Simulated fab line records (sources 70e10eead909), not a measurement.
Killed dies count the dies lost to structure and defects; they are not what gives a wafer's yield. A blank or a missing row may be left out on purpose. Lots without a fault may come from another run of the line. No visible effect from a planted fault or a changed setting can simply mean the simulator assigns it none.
Struck lot and sound lot, side by side ; flow nand harc ; 29 steps out of a route of 1302
Sound: wafers L481.1, L481.3, L481.4. Struck: wafers L499.3, L499.4, L499.6. The cause is named last.
For every step that has rows: the tool of each side, followed by ch and its chambers, followed by its first start. Under that, the readings that differ: sound wafers ; struck wafers ; difference of the means ; sigmas: that difference in standard deviations of wafers without a fault.
alike: readings with means less than 2 such deviations apart, plus words and numbers identical on both sides. not compared: withheld readings, readings lacking a value on some wafer, bounds such as >300 that could conceal the same value, and numbers that have no deviation in the record and whose values overlap.
A row with sigmas, a row that says differs or no value, or rows on one side alone: a step with any of these is where the two part. Numbers that have no deviation but don't overlap get no sigmas and don't part them. Lack of a reading on every wafer of one side parts them only where that side has two or more wafers.

first, 2 steps without rows for these wafers: NHARC_A_ONON_D1_ANNEAL_15 (time 3600 s); NHARC_A_ONON_D1_DEP_16 (target thk 1000 nm).
NHARC_A_ONON_D1_THK_MEAS_18: measures by ellipsometry.
  struck on film metro-01, day 15 18:26; sound on film metro-02, day 8 06:08
  alike: thk nm
then, no rows for these wafers at 1 step: NHARC_A_ONON_D1_DEP_19 (target thk 1000 nm).
NHARC_A_ONON_D1_THK_MEAS_21: measures by ellipsometry.
  struck on film metro-01, day 15 19:00; sound on film metro-01, day 8 06:43
  alike: thk nm
then, no rows for these wafers at 1 step: NHARC_A_ONON_D1_DEP_22 (target thk 1000 nm).
NHARC_A_ONON_D1_THK_MEAS_24: measures by ellipsometry.
  struck on film metro-01, day 15 19:34; sound on film metro-01, day 8 07:16
  alike: thk nm
then, no rows for these wafers at 1 step: NHARC_A_ONON_D1_DEP_25 (target thk 1000 nm).
NHARC_A_ONON_D1_THK_MEAS_27: measures by ellipsometry.
  struck on film metro-01, day 15 20:08; sound on film metro-02, day 8 07:50
reading;sound;struck;difference;sigmas
thk nm (nm);981 983 981;1003 1004 1002;+21;+2
then, no rows for these wafers at 1 step: NHARC_A_ONON_D1_DEP_28 (target thk 1000 nm).
NHARC_A_ONON_D1_THK_MEAS_30: measures by ellipsometry.
  struck on film metro-02, day 15 20:43; sound on film metro-01, day 8 08:24
  alike: thk nm
NHARC_A_ONON_D1_DEP_33: deposits SiO2, target thk 200 nm.
  sound on pecvd-01 ch 0,1, day 8 08:28; struck on pecvd-02 ch 0,1,2, day 15 20:51
  alike: heater power outer w, heater power w, throttle valve pct
NHARC_A_ONON_D1_THK_MEAS_34: measures by ellipsometry.
  struck on film metro-02, day 15 21:11; sound on film metro-01, day 8 08:53
  alike: thk nm
NHARC_A_ONON_D1_INSPECT_32:
  struck on defect inspect-02, day 15 21:26; sound on defect inspect-01, day 8 08:58
reading;sound;struck;difference;sigmas
raw defect count;123 77 46;508 607 562;+477;+19
  not compared: hold
NHARC_A_CHANNEL_HOLE_D1_DEP_00: deposits aC, target thk 3100 nm.
  sound on acl dep-02 ch 0, day 8 09:09; struck on acl dep-02 ch 0, day 15 23:53
reading;sound;struck;difference;sigmas
hold;- - -;await dispo/1.3h/release await dispo/1.3h/release await dispo/1.3h/release;no value on the sound wafers;
  alike: throttle valve pct
NHARC_A_CHANNEL_HOLE_D1_DEP_01: deposits SiON, target thk 140 nm.
  sound on pecvd-04 ch 0,1,2, day 8 11:03; struck on pecvd-04 ch 0,1, day 16 01:17
  alike: heater power outer w, heater power w
then, 10 steps without rows for these wafers: NHARC_A_CHANNEL_HOLE_D1_DEHYDRATE_02 (time 120 s); NHARC_A_CHANNEL_HOLE_D1_HMDS_03 (time 30 s); NHARC_A_CHANNEL_HOLE_D1_COAT_36 (time 75 s); NHARC_A_CHANNEL_HOLE_D1_COAT_37 (time 65 s); NHARC_A_CHANNEL_HOLE_D1_COAT_04 (resist thk 90 nm); NHARC_A_CHANNEL_HOLE_D1_SOFTBAKE_05 (time 55 s); NHARC_A_CHANNEL_HOLE_D1_EBR_06; NHARC_A_CHANNEL_HOLE_D1_EXPOSE_07 (exposes mask HOLE D1, target cd 100 nm); NHARC_A_CHANNEL_HOLE_D1_PEB_08 (peb time 65 s); NHARC_A_CHANNEL_HOLE_D1_DEVELOP_09 (develop time 35 s).
NHARC_A_CHANNEL_HOLE_D1_CD_MEAS_10 targets a cd of 100 nm.
  sound on cd sem-02 ch 0, day 8 11:47; struck on cd sem-02 ch 0, day 16 01:54
  alike: cd nm
NHARC_A_CHANNEL_HOLE_D1_OVL_MEAS_11:
  struck on overlay-01, day 16 01:59; sound on overlay-02, day 8 11:52
reading;sound;struck;difference;sigmas
overlay y nm (nm);-0.7 -0.6 -0.6;2.0 1.8 2.0;+2.6;+3
  alike: overlay x nm
NHARC_END_SORT_01:
  the record has rows for the sound wafers here (prober-01 ch 0, day 24 17:55) and none for the struck ones

WHERE THEY PART
Earliest at NHARC_A_ONON_D1_THK_MEAS_27; latest, in this record, at NHARC_END_SORT_01.

WHY: what had been put in by the simulator
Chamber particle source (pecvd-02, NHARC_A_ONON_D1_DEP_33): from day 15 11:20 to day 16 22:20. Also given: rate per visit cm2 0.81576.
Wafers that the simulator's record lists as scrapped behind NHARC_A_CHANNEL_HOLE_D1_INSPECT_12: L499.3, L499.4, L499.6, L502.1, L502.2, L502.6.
